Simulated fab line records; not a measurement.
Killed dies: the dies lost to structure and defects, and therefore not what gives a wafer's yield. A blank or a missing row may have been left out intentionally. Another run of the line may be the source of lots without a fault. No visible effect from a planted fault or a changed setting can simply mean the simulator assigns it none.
Split-lot study | flow n5_finfet | 7 lots, 21 wafers read, on a route of 1938 steps

== ON THE SPLIT ==
At N5_BEOL_M11_TRENCH_ETCH_37 (etches SiCOH lowk in C4F6/O2, target depth 148.83 nm, time 48 s), the setting bias_w was moved away from the recipe's 185 W on 5 of the 21 wafers read, by -4.7% to +12.5%. The other wafers ran this setting at the recipe's value.

The reading comes from the split's own step.

== THE READING ==
rf_vpp_V, in V, at N5_BEOL_M11_TRENCH_ETCH_37 (etches SiCOH lowk in C4F6/O2, target depth 148.83 nm, time 48 s). On this fab line, fault-free wafers typically give 661 V with a standard deviation of 18 V.

wafer  | tool, chamber at the split | bias_w as run, W | against the recipe | rf_vpp_V, V | against lot-mates on the recipe
L074.1 | rie_diel-02, 1             | 185              | recipe             | 677         | -
L074.2 | rie_diel-02, 3             | 185              | recipe             | 655         | -
L074.5 | rie_diel-02, 1             | 185              | recipe             | 675         | -
L075.1 | rie_diel-06, 0             | 185              | recipe             | 649         | -
L075.4 | rie_diel-06, 2             | 185              | recipe             | 642         | -
L075.6 | rie_diel-06, 0             | 185              | recipe             | 650         | -
L079.1 | rie_diel-03, 0             | 185              | recipe             | 682         | -
L079.4 | rie_diel-03, 3             | 185              | recipe             | 665         | -
L079.5 | rie_diel-03, 1             | 185              | recipe             | 672         | -
L081.1 | rie_diel-03, 1             | 195.4            | +5.6%              | 702         | +28
L081.3 | rie_diel-03, 2             | 185              | recipe             | 666         | -
L081.5 | rie_diel-03, 0             | 185              | recipe             | 683         | -
L085.1 | rie_diel-02, 3             | 185              | recipe             | 654         | -
L085.4 | rie_diel-02, 0             | 185              | recipe             | 645         | -
L085.6 | rie_diel-02, 2             | 185              | recipe             | 642         | -
L086.1 | rie_diel-02, 0             | 176.3            | -4.7%              | 619         | -57
L086.4 | rie_diel-02, 0             | 176.3            | -4.7%              | 621         | -55
L086.6 | rie_diel-02, 1             | 185              | recipe             | 676         | -
L092.1 | rie_diel-02, 2             | 208.1            | +12.5%             | 705         | +59
L092.3 | rie_diel-02, 0             | 208.1            | +12.5%             | 706         | +60
L092.5 | rie_diel-02, 0             | 185              | recipe             | 646         | -

THE FIT
A straight line over all 21 wafers: rf_vpp_V changes by +4.58 V for each +1% of bias_w; r = +0.79; the points scatter about the line by 15 V.
The same after taking each lot's own level away (the mean of its wafers on the recipe; 21 wafers): +5.82 V for each +1%; r = +0.92; scatter 11 V.
On that fit, the largest move of bias_w shifts the reading by 73 V.
The lots' own levels span 646.0 to 676.0 V, that is 1.7 times the standard deviation above.
So the lot-to-lot level blurs the effect unless lot-mates are compared.
Check: +75 V against its lot-mates is what the line predicts for one of the wafers moved furthest among these (+12.5%) when that wafer is left out of the fit. Against them it came out at +59 V.
Tool readings at the split's step, against how far the setting was moved: rf_vpp_V r = +0.79.

== THE FILE'S OWN FIT ==
rf_vpp_V changes by +5.57 V for each +1% of bias_w, r = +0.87.
